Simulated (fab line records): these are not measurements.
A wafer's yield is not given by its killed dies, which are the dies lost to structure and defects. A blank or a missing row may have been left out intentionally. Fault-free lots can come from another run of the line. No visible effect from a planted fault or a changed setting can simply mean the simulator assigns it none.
Which of the tools did it? :: flow n5 finfet :: Sampling: 6 lots, 15 wafers, 2 of 1938 route steps

WHAT THE GAUGES READ, wafer by wafer
N5_BEOL_M11_CD_MEAS_18: pitch 140 nm, target cd 70 nm.
lot: L781
measured: day 10 06:08
on: cd sem-01
cd nm (nm): 69.8 70.9

lot: L783
measured: day 10 19:09
on: cd sem-03
cd nm (nm): 68.8 70.7 69.6

lot: L796
measured: day 14 07:40
on: cd sem-01
cd nm (nm): 69.0 70.2 70.5

lot: L797
measured: day 14 12:04
on: cd sem-03
cd nm (nm): 70.6 70.6

lot: L799
measured: day 14 19:47
on: cd sem-02
cd nm (nm): 71.0 69.1 70.9

lot: L804
measured: day 16 13:21
on: cd sem-01
cd nm (nm): 69.3 70.4

TOOL THAT RAN EACH LOT (tool first, then ch and the chambers of the sampled wafers, then the start)
lot: L781
N5_BEOL_M11_STRIP_19: rie diel-06 ch 0,1, day 10 06:04

lot: L783
N5_BEOL_M11_STRIP_19: rie diel-06 ch 1,2, day 10 19:05

lot: L796
N5_BEOL_M11_STRIP_19: rie diel-02 ch 0,3, day 14 07:36

lot: L797
N5_BEOL_M11_STRIP_19: rie diel-02 ch 0,2, day 14 12:00

lot: L799
N5_BEOL_M11_STRIP_19: rie diel-02 ch 0, day 14 19:42

lot: L804
N5_BEOL_M11_STRIP_19: rie diel-01 ch 2,3, day 16 13:17
- N5_BEOL_M11_STRIP_19: strips in O2.

THE ANSWER, worked out from the rows above alone
Rule: what is usual is taken from the lots themselves. Put in order of their means at a reading, lots are off if they are a third of the lots or fewer, leave a main group of 4 or more, and stand apart from it by a gap of 3 or more times the standard deviation of the main group's means; of several such gaps the widest counts. The tables above print the reading to a certain number of digits; a main group whose means all agree to those digits is not used. Also off: a lot with no number at a reading for which 4 or more lots have one. Where the step has rows for the other lots, those lots are counted as sound.
No lot is off at any reading shown: from this, nothing can be told.

WHAT THE SIMULATOR HAD PUT IN
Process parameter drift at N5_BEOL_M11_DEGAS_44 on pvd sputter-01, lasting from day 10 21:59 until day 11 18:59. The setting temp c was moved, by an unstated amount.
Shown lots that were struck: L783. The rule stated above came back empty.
